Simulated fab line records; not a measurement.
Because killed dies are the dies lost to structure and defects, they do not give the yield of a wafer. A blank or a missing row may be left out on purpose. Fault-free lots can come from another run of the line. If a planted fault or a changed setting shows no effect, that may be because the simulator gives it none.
Comparing a struck lot with a sound one	flow nand harc	14 steps out of a route of 1302
Sound: the wafers L656.1, L656.2, L656.4. Wafers struck: L668.1, L668.3, L668.5. The cause comes at the end.
Per side, at each step with rows, come the tool, then ch with its chambers, and then its first start. Under that, the readings that differ: sound wafers	struck wafers	difference of the means	sigmas: that difference in standard deviations of wafers without a fault.
alike: same words and numbers on both sides, and readings whose means sit less than 2 such deviations apart. not compared: any withheld reading, any reading some wafer has no value for, any bound like >300 that may hide the same value, and any number with overlapping values for which the record gives no deviation.
Wherever a step has rows on one side only, a row that says differs or no value, or a row with sigmas, the two part there. Numbers that don't overlap but have no deviation are shown without sigmas and don't part them. A reading that every wafer of one side lacks parts them only if that side has two wafers or more.

NHARC_A_SOURCE_PLATE_THK_MEAS_09: measures by ellipsometry.
  sound on film metro-01 at day 8 19:56; struck on film metro-02 at day 13 21:36
  alike: thk nm
then, 3 steps without rows for these wafers: NHARC_A_SOURCE_PLATE_PVD_04 (deposits WSi2, target thk 50 nm); NHARC_A_SOURCE_PLATE_CVD_03 (deposits poly-Si, target thk 200 nm, time 4000 s); NHARC_A_SOURCE_PLATE_ANNEAL_05 (time 1800 s).
NHARC_A_SOURCE_PLATE_THK_MEAS_06: measures by ellipsometry.
  sound on film metro-01 at day 9 10:40; struck on film metro-02 at day 14 12:08
  alike: thk nm
NHARC_A_SOURCE_PLATE_INSPECT_08:
  sound on defect inspect-01 at day 9 10:47; struck on defect inspect-02 at day 14 12:15
  alike: raw defect count
next comes 1 step that has no rows for these wafers: NHARC_A_ONON_D1_DEP_00 (target thickness 1000 nm).
NHARC_A_ONON_D1_THK_MEAS_02: measures by ellipsometry.
  sound on film metro-02 at day 9 11:22; struck on film metro-01 at day 14 12:50
  alike: thk nm
next comes 1 step that has no rows for these wafers: NHARC_A_ONON_D1_DEP_03 (target thickness 1000 nm).
NHARC_A_ONON_D1_THK_MEAS_05: measures by ellipsometry.
  sound on film metro-02 at day 9 11:55; struck on film metro-01 at day 14 13:24
  alike: thk nm
NHARC_A_ONON_D1_DEP_06: target thk 1000 nm.
  sound on pecvd onon-04 ch 0, day 9 11:59; struck on pecvd onon-04 ch 0, day 14 13:28
  alike: n2o flow sccm, susceptor temp C
NHARC_A_ONON_D1_THK_MEAS_08: measures by ellipsometry.
  sound on film metro-01 at day 9 12:29; struck on film metro-02 at day 14 13:58
reading	sound	struck	difference	sigmas
thk nm (nm)	999 1000 997	864 867 865	-133	-10
next comes 1 step that has no rows for these wafers: NHARC_A_ONON_D1_DEP_09 (target thickness 1000 nm).
NHARC_END_SORT_01:
  the record has rows for the sound wafers here (prober-01 ch 0, day 26 23:06) and none for the struck ones

== WHERE THEY PART ==
Last at NHARC_END_SORT_01 as far as this record goes, first at NHARC_A_ONON_D1_THK_MEAS_08.

WHY: what had been put in by the simulator
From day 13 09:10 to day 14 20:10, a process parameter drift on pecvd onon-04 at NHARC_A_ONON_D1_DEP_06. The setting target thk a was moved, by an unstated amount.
